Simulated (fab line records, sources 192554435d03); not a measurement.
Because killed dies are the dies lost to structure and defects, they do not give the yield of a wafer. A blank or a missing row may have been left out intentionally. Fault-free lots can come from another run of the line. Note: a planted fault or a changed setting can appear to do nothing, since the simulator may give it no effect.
Tool commonality check ; flow n5Finfet ; 10 lots, 30 wafers sampled

WHY IT WAS OPENED
Flagged at N5_PASSIVATION_CD_MEAS_30: reading cdNm, on 2 of 10 lots. Fault-free wafers read 3999.6 nm, with a standard deviation of 1.7.
Rule: a lot is flagged in two cases, either no wafer of it has a number, or all its wafers with numbers fall more than 4 standard deviations from that mean. The other lots count as sound.

lot;measured;on;cdNm (nm), wafer by wafer;flag
L492;day 12 15:29;cdSem-03;3999.7 3999.9 4000.2;
L494;day 13 03:54;cdSem-03;3997.8 4001.0 4000.7;
L495;day 13 09:41;cdSem-02;3997.9 4004.8 4000.1;
L496;day 13 15:56;cdSem-02;4000.4 3998.4 3996.4;
L507;day 16 12:31;cdSem-02;3990.3 3991.5 3990.0;FLAGGED
L505;day 16 12:32;cdSem-03;3987.4 3988.8 3986.9;FLAGGED
L509;day 16 17:07;cdSem-02;3999.5 4000.7 3997.6;
L512;day 17 08:38;cdSem-02;4002.5 4001.4 4003.4;
L513;day 17 23:13;cdSem-03;3993.9 3998.9 3997.7;
L515;day 18 17:15;cdSem-01;3998.7 3996.3 4000.0;
On average the flagged lots' numbers are 3989.2 nm, which is -10.4 nm against the usual, or -6 standard deviations.

TOOL THAT RAN EACH LOT
Before the reading, the record contains 2 process steps out of a 1938-step route. In each cell: the tool, then ch and the chambers that the sampled wafers went through, then the start.
lot;flag;N5_PASSIVATION_STRIP_14;N5_PASSIVATION_EXPOSE_27
L492;;rieDiel-01 ch 0,2, day 12 14:18;krfScanner-01 ch 0, day 12 15:19
L494;;rieDiel-04 ch 0,2, day 13 02:42;krfScanner-01 ch 0, day 13 03:44
L495;;rieDiel-04 ch 0,2,3, day 13 06:58;krfScanner-01 ch 0, day 13 09:31
L496;;rieDiel-06 ch 2,3, day 13 14:12;krfScanner-02 ch 0, day 13 15:46
L507;FLAGGED;rieDiel-06 ch 1,2,3, day 16 11:23;krfScanner-01 ch 0, day 16 12:20
L505;FLAGGED;rieDiel-04 ch 0,2, day 16 11:26;krfScanner-01 ch 0, day 16 12:22
L509;;rieDiel-06 ch 2,3, day 16 15:49;krfScanner-02 ch 0, day 16 16:57
L512;;rieDiel-01 ch 0,1,2, day 17 07:20;krfScanner-02 ch 0, day 17 08:27
L513;;rieDiel-06 ch 0,1,3, day 17 21:48;krfScanner-02 ch 0, day 17 23:02
L515;;rieDiel-04 ch 1,3, day 18 15:41;krfScanner-02 ch 0, day 18 17:04
What is done by these steps:
- N5_PASSIVATION_STRIP_14: strips in O2.
- N5_PASSIVATION_EXPOSE_27: exposes mask PAD, defocus 0 nm.
- N5_PASSIVATION_CD_MEAS_30: target cd 4000 nm.

FLAGGED OVER TOTAL, TOOL BY TOOL (the gauges that took the reading come last)
step;tool;lots run;flagged;share of the flagged lots;sound lots run after its first flagged lot
N5_PASSIVATION_STRIP_14;rieDiel-01;2;0;none;-
N5_PASSIVATION_STRIP_14;rieDiel-04;4;1;some;1 (L515)
N5_PASSIVATION_STRIP_14;rieDiel-06;4;1;some;2 (L509,L513)
N5_PASSIVATION_EXPOSE_27;krfScanner-01;5;2;all;0
N5_PASSIVATION_EXPOSE_27;krfScanner-02;5;0;none;-
N5_PASSIVATION_CD_MEAS_30;cdSem-01;1;0;none;-
N5_PASSIVATION_CD_MEAS_30;cdSem-02;5;1;some;2 (L509,L512)
N5_PASSIVATION_CD_MEAS_30;cdSem-03;4;1;some;1 (L513)

WHAT THE TABLE ALLOWS
1 row of the table ran every flagged lot: krfScanner-01 at N5_PASSIVATION_EXPOSE_27.
- krfScanner-01 at N5_PASSIVATION_EXPOSE_27 ran 5 lots, 2 of them flagged. It ran its last sound lot, L495, at day 13 09:31 and its first flagged lot, L507, at day 16 12:20: a fault with its onset between the two fits. Its own readings (exposureDoseMJCm2) fall more than 4 standard deviations out on all wafers of the flagged lots.
krfScanner-01 at N5_PASSIVATION_EXPOSE_27 is the single tool remaining.

WHAT THE SIMULATOR HAD PUT IN
Process parameters drifting: krfScanner-01 at N5_PASSIVATION_EXPOSE_27, beginning at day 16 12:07. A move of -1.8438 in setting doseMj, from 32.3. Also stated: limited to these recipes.
Struck lots among those shown: L507, L505. The rule above reached the same finding.
